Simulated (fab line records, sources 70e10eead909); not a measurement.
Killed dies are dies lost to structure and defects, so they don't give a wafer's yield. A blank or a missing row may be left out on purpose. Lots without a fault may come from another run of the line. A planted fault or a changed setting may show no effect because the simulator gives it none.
A struck lot beside a sound one | flow nand_harc | 15 steps out of a route of 1159
Sound: wafers L719.2, L719.5, L719.6. Struck: wafers L726.4, L726.5, L726.6. The cause comes at the end.
At each step with rows: each side's tool, then ch and its chambers, then its first start. Under that, the readings that differ: sound wafers | struck wafers | difference of the means | sigmas: that difference in standard deviations of wafers without a fault.
alike: readings whose means differ by less than 2 such deviations, and words and numbers that are the same on both sides. not compared: withheld readings, readings that some wafer has no value for, bounds like >300 that may hide the same value, and numbers for which the record gives no deviation and whose values overlap.
The two part at a step that has a row with sigmas, a row that says differs or no value, or rows on one side only. Numbers that don't overlap but have no deviation are shown without sigmas and don't part them. A reading that every wafer of one side lacks parts them only if that side has two wafers or more.

first, 4 steps without rows for these wafers: NHARC_P_CONTACT_EBR_08; NHARC_P_CONTACT_EXPOSE_09 (exposes mask P CA, target cd 90 nm); NHARC_P_CONTACT_PEB_10 (peb time 65 s); NHARC_P_CONTACT_DEVELOP_11 (develop time 35 s).
NHARC_P_CONTACT_CD_MEAS_12: target cd 90 nm.
  sound on cd_sem-03 ch 0, day 6 10:41; struck on cd_sem-03 ch 0, day 8 21:38
  alike: cd_nm
NHARC_P_CONTACT_OVL_MEAS_13:
  sound on overlay-02, day 6 10:47; struck on overlay-01, day 8 21:43
  reading           | sound         | struck         | difference | sigmas
  overlay_x_nm (nm) | -0.4 -0.2 0.2 | -1.7 -1.4 -1.5 | -1.4       | -2
  alike: overlay_y_nm
NHARC_P_CONTACT_INSPECT_14:
  sound on defect_inspect-01, day 6 10:49; struck on defect_inspect-01, day 8 21:44
  alike: raw_defect_count
NHARC_P_CONTACT_DESCUM_17: chemistry O2, time 3 s.
  sound on rie_diel-02 ch 1,2,3, day 6 10:54; struck on rie_diel-04 ch 0,3, day 8 21:49
  alike: drypump_motor_current_A, oes_product_au, rf_vpp_V, showerhead_plenum_p_Torr, throttle_valve_pct
  not compared: rf_hours_counter_h
NHARC_P_CONTACT_ETCH_35: etches the open film in CF4, target depth 39 nm, time 65 s.
  sound on rie_diel-02 ch 2,3, day 6 10:58; struck on rie_diel-04 ch 1,2,3, day 8 21:54
  alike: drypump_motor_current_A, oes_product_au, rf_vpp_V, showerhead_plenum_p_Torr, throttle_valve_pct
  not compared: rf_hours_counter_h
NHARC_P_CONTACT_ETCH_36: etches the open film in N2/H2, target depth 260 nm, time 406.25 s.
  sound on rie_diel-02 ch 0,1,2; struck on rie_diel-04 ch 0,1,3
  alike: drypump_motor_current_A, oes_product_au, rf_vpp_V, showerhead_plenum_p_Torr, throttle_valve_pct
  not compared: rf_hours_counter_h
NHARC_P_CONTACT_ETCH_18: etches the open film in C4F8/O2/Ar, target depth 481 nm, time 240.5 s.
  sound on rie_diel-02 ch 0,3; struck on rie_diel-04 ch 0,1,2
  reading               | sound             | struck            | difference | sigmas
  oes_product_au (a.u.) | 0.927 0.925 0.924 | 0.975 0.975 0.973 | +0.049     | +3
  alike: rf_vpp_V
  not compared: rf_hours_counter_h
then, 1 step without rows for these wafers: NHARC_P_CONTACT_STRIP_37 (strips in C4F8/O2/Ar).
NHARC_P_CONTACT_ETCH_31: etches the open film in CH3F/O2, target depth 30 nm, time 85.7 s.
  sound on rie_diel-02 ch 0,3, day 6 11:40; struck on rie_diel-04 ch 0,1,3, day 8 22:37
  reading               | sound             | struck            | difference | sigmas
  oes_product_au (a.u.) | 0.950 0.969 0.956 | 0.685 0.690 0.677 | -0.274     | -20
  alike: drypump_motor_current_A, rf_vpp_V, showerhead_plenum_p_Torr, throttle_valve_pct
  not compared: rf_hours_counter_h
NHARC_P_CONTACT_CD_MEAS_19:
  sound on cd_sem-02, day 6 11:48; struck on cd_sem-02, day 8 22:44
  alike: cd_nm
NHARC_END_SORT_01:
  the record has rows for the sound wafers here (prober-01 ch 0, day 19 15:32) and none for the struck ones

WHERE THEY PART
First at NHARC_P_CONTACT_OVL_MEAS_13; last, within this record, at NHARC_END_SORT_01.

WHY: what the simulator had put in
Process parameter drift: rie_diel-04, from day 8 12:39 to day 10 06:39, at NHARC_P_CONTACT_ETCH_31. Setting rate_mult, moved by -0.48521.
